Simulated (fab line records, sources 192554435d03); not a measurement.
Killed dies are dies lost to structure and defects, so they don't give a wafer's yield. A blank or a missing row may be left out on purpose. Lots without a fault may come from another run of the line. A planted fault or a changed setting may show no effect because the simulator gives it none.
A struck lot beside a sound one | flow n5_finfet | 38 steps out of a route of 1938
Sound: wafers L140.3, L140.4, L140.6. Struck: wafers L126.5, L126.6. The cause comes at the end.
At each step with rows: each side's tool, then ch and its chambers, then its first start. Under that, the readings that differ: sound wafers | struck wafers | difference of the means | sigmas: that difference in standard deviations of wafers without a fault.
alike: readings whose means differ by less than 2 such deviations, and words and numbers that are the same on both sides. not compared: withheld readings, readings that some wafer has no value for, bounds like >300 that may hide the same value, and numbers for which the record gives no deviation and whose values overlap.
The two part at a step that has a row with sigmas, a row that says differs or no value, or rows on one side only. Numbers that don't overlap but have no deviation are shown without sigmas and don't part them. A reading that every wafer of one side lacks parts them only if that side has two wafers or more.

first, 9 steps without rows for these wafers: N5_BEOL_M4_ANNEAL_95 (time 240 s); N5_BEOL_M4_SPUTTER_96 (material Cu, target thk 4.5 nm, time 8.29 s); N5_BEOL_M4_ECD_50 (material Cu, target thk 300 nm); N5_BEOL_M4_ANNEAL_51 (time 90 s); N5_BEOL_M4_CMP_52 (polishes, stops on SiOC, t overpolish 6.8 s, target thk 40 nm); N5_BEOL_M4_PRE_CLEAN_60 (time 15 s); N5_BEOL_M4_CO_CAP_55 (material Co, precursor CCTBA/H2, target thk 2 nm, time 102.1 s); N5_BEOL_M4_PRE_CLEAN_56 (time 15 s); N5_BEOL_M4_DEP_57 (deposits SiCN from 3MS/NH3, target thk 8 nm, time 14 s).
N5_BEOL_M4_RC_MEAS_101:
  sound on prober-02 ch 0, day 13 10:09; struck on prober-02 ch 0, day 10 11:24
  alike: DIBL_N, DIBL_P, IOFF_N, IOFF_P, ION_N, ION_P, SS_N, SS_P, VT_N, VT_P
then, 24 steps without rows for these wafers: N5_BEOL_M5_ILD_DEP_00 (deposits SiCOH lowk from DEMS/porogen, target thk 140.64 nm, time 25.9 s); N5_BEOL_M5_CURE_79 (cures SiCOH lowk, time 240 s); N5_BEOL_M5_PECVD_70 (deposits SiO2 from TEOS/O2, target thk 16 nm, time 18 s); N5_BEOL_M5_HM_DEP_02 (deposits TiN, target thk 20 nm); N5_BEOL_M5_COAT_59 (time 60 s, resist thk 60 nm); N5_BEOL_M5_COAT_60 (time 60 s, resist thk 12 nm); N5_BEOL_M5_COAT_71 (time 60 s, resist thk 5 nm); N5_BEOL_M5_COAT_05 (resist thk 30 nm); N5_BEOL_M5_EBR_07; N5_BEOL_M5_SOFTBAKE_06 (time 60 s); N5_BEOL_M5_EXPOSE_08 (exposes mask M5, target cd 28 nm); N5_BEOL_M5_PEB_09 (peb time 60 s); N5_BEOL_M5_DEVELOP_10 (develop time 30 s); N5_BEOL_M5_DESCUM_16 (chemistry O2, time 7 s); N5_BEOL_M5_ETCH_72 (etches underlayer in N2/H2, target depth 6.5 nm, time 5.2 s); N5_BEOL_M5_ETCH_61 (etches SiARC in CF4, target depth 15.6 nm, time 26 s); N5_BEOL_M5_ETCH_62 (etches SOC in N2/H2, target depth 75 nm, overetch 15 nm, time 112.5 s); N5_BEOL_M5_STRIP_63 (strips in N2/H2); N5_BEOL_M5_STRIP_73 (strips in N2/H2); N5_BEOL_M5_STRIP_64 (strips in CF4); N5_BEOL_M5_HM_OPEN_17 (chemistry Cl2/BCl3, target TiN, target depth 20 nm, overetch 6 nm); N5_BEOL_M5_STRIP_19 (strips in O2); N5_BEOL_M5_COAT_65 (time 60 s, resist thk 60 nm); N5_BEOL_M5_COAT_66 (time 60 s, resist thk 12 nm).
-- the record jumps here: 3 days lie between the struck wafers' starts before and after (it left off in module BEOL_M5 and takes up again in module BEOL_M13, whose first step shown is number 1710 of the route) --
N5_BEOL_M13_CMP_49: polishes, stops on SiOC, t overpolish 17.1 s, target thk 420 nm.
  sound on cmp-01 ch 0,3, day 16 12:07; struck on cmp-01 ch 0,1, day 13 12:37
  reading                      | sound                | struck      | difference | sigmas
  barrier_field_endpoint_s (s) | 31.2 31.1 30.2       | 61.0 60.3   | +29.8      | +50
  overpolish_run_s (s)         | 17.100 17.095 17.107 | 0.717 1.387 | -16.049    | -99 or more
  alike: edge_zone_pressure_frac, motor_current_A
N5_BEOL_M13_THK_MEAS_50: measures by xrf.
  sound on film_metro-01, day 16 12:25; struck on film_metro-01, day 13 12:46
  reading      | sound       | struck  | difference | sigmas
  M13_THK (nm) | 418 419 420 | 800 878 | +420       | +62
N5_BEOL_M13_INSPECT_55: inspects for defects (darkfield).
  sound on defect_inspect-01, day 16 12:34; struck on defect_inspect-02, day 13 12:56
  reading          | sound     | struck    | difference | sigmas
  raw_defect_count | 129 93 60 | 3010 3158 | +2990      | +99 or more
N5_PASSIVATION_PROBE_49:
  sound on prober-02, day 17 19:58; struck on prober-01, day 14 19:46
  reading                  | sound          | struck    | difference | sigmas
  defect_limited_yield (%) | 92.7 93.1 93.0 | 0 0       | -93        | -71
  killed_at_M4_up          | 7 7 10         | 1079 1078 | +1070      | +99 or more
  killed_dies              | 86 82 83       | 1180 1180 | +1096      | +73
  killed_on_rim            | 14 8 14        | 152 152   | +140       | +38
  killed_open              | 59 53 47       | 78 87     | +30        | +2
  sort_bin_6_memory (%)    | 2.7 2.2 2.6    | 3.6 4.1   | +1.3       | +2
  sort_n_pass              | 1094 1098 1097 | 0 0       | -1096      | -73
  sort_yield_pct (%)       | 92.7 93.1 93.0 | 0 0       | -93        | -71
  alike: killed_at_M0_to_M3, killed_at_contacts, killed_at_front_end, killed_at_other, killed_short, sort_bin_5_function

WHERE THEY PART
First at N5_BEOL_M13_CMP_49; last, within this record, at N5_PASSIVATION_PROBE_49.

WHY: what the simulator had put in
Process parameter drift: cmp-01, from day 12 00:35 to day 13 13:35, at N5_BEOL_M13_CMP_49. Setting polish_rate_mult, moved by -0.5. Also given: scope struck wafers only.
